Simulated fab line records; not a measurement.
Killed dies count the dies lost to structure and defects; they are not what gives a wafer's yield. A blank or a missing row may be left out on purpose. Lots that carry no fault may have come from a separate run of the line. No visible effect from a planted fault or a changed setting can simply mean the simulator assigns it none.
Problem report, 8D (eight disciplines) form, completed by code -- flow n5 finfet -- the parts of the form that need people (team, actions taken, sign-off) are left out

== 1. THE ISSUE ==
Mean of chamber pressure pa at N5_BEOL_M8_SPUTTER_48: 0.11 Pa across 6 wafers in 2 lots; on wafers with no fault it is 0.13 Pa (standard deviation 0.00027). Relative to the usual mean, that is a shift of -84 standard deviations.
The step: material Cu, target thk 10 nm, time 1.667 s.
Seen first at day 12 08:12 on pvd sputter-01, wafer L242.1. The record has a number at this step for 33 wafers belonging to 11 lots. Rule for "out" (also "out of limits"): further than 4 standard deviations from the usual mean. All remaining wafers that have a number are taken as sound.

== 2. WHAT IT IS, AND WHAT IT ISN'T ==
question,is,is not
which readings at this step,chamber pressure pa,bias v
which lots,"L242, L243","L232, L233, L244, L245, L247, L249, L252, L253, L255"
which wafers of those lots,all that have a number,-
read on which tools,pvd sputter-01,"pvd sputter-02, pvd sputter-03"
when,from day 12 08:12,"up to then (9 sound wafers); but 18 sound wafers of L245, L247, L249, L252, L253, L255 came after"

== 3. WHAT RULES OUT EACH SUSPECT ==
Counting: a tool at any process step up to the reading remains a suspect when it ran all the lots that are out and ran no sound lot after the first of those.
- pvd sputter-01 at N5_BEOL_M8_SPUTTER_48 (material Cu, target thk 10 nm, time 1.667 s): ruled out as a lasting fault. After its first lot that is out, L242 (day 12 08:12), sound lots L253 ran on it.
Left after counting: nothing in the record.

== 4. THE CAUSE (what the simulator had put in) ==
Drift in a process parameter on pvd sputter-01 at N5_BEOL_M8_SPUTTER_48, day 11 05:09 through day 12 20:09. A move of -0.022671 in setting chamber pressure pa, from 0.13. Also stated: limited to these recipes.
Counting ruled it out, wrongly.

== 5. THE EFFECT CHAIN, in route order ==
Each row: a reading where the mean over the struck wafers with a number is more than 3 standard deviations away from the usual. Only readings for which the record gives a usual standard deviation are gone through. hours: the time from each lot's start at the first step in this table that gives one to its start at this step, as a median over the lots. sigmas: the change in usual standard deviations.
hours,step,reading,usual,on struck wafers,change,sigmas
0,N5_BEOL_M8_SPUTTER_48,chamber pressure pa,0.13 Pa,0.11,-0.02,-84
Here are the process steps it includes:
- N5_BEOL_M8_SPUTTER_48: material Cu, target thk 10 nm, time 1.667 s.

== 6. WHAT WOULD HAVE CAUGHT IT SOONER ==
The fault began at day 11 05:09; the first out-of-limits reading in this record came at day 12 08:12, 27 hours later.
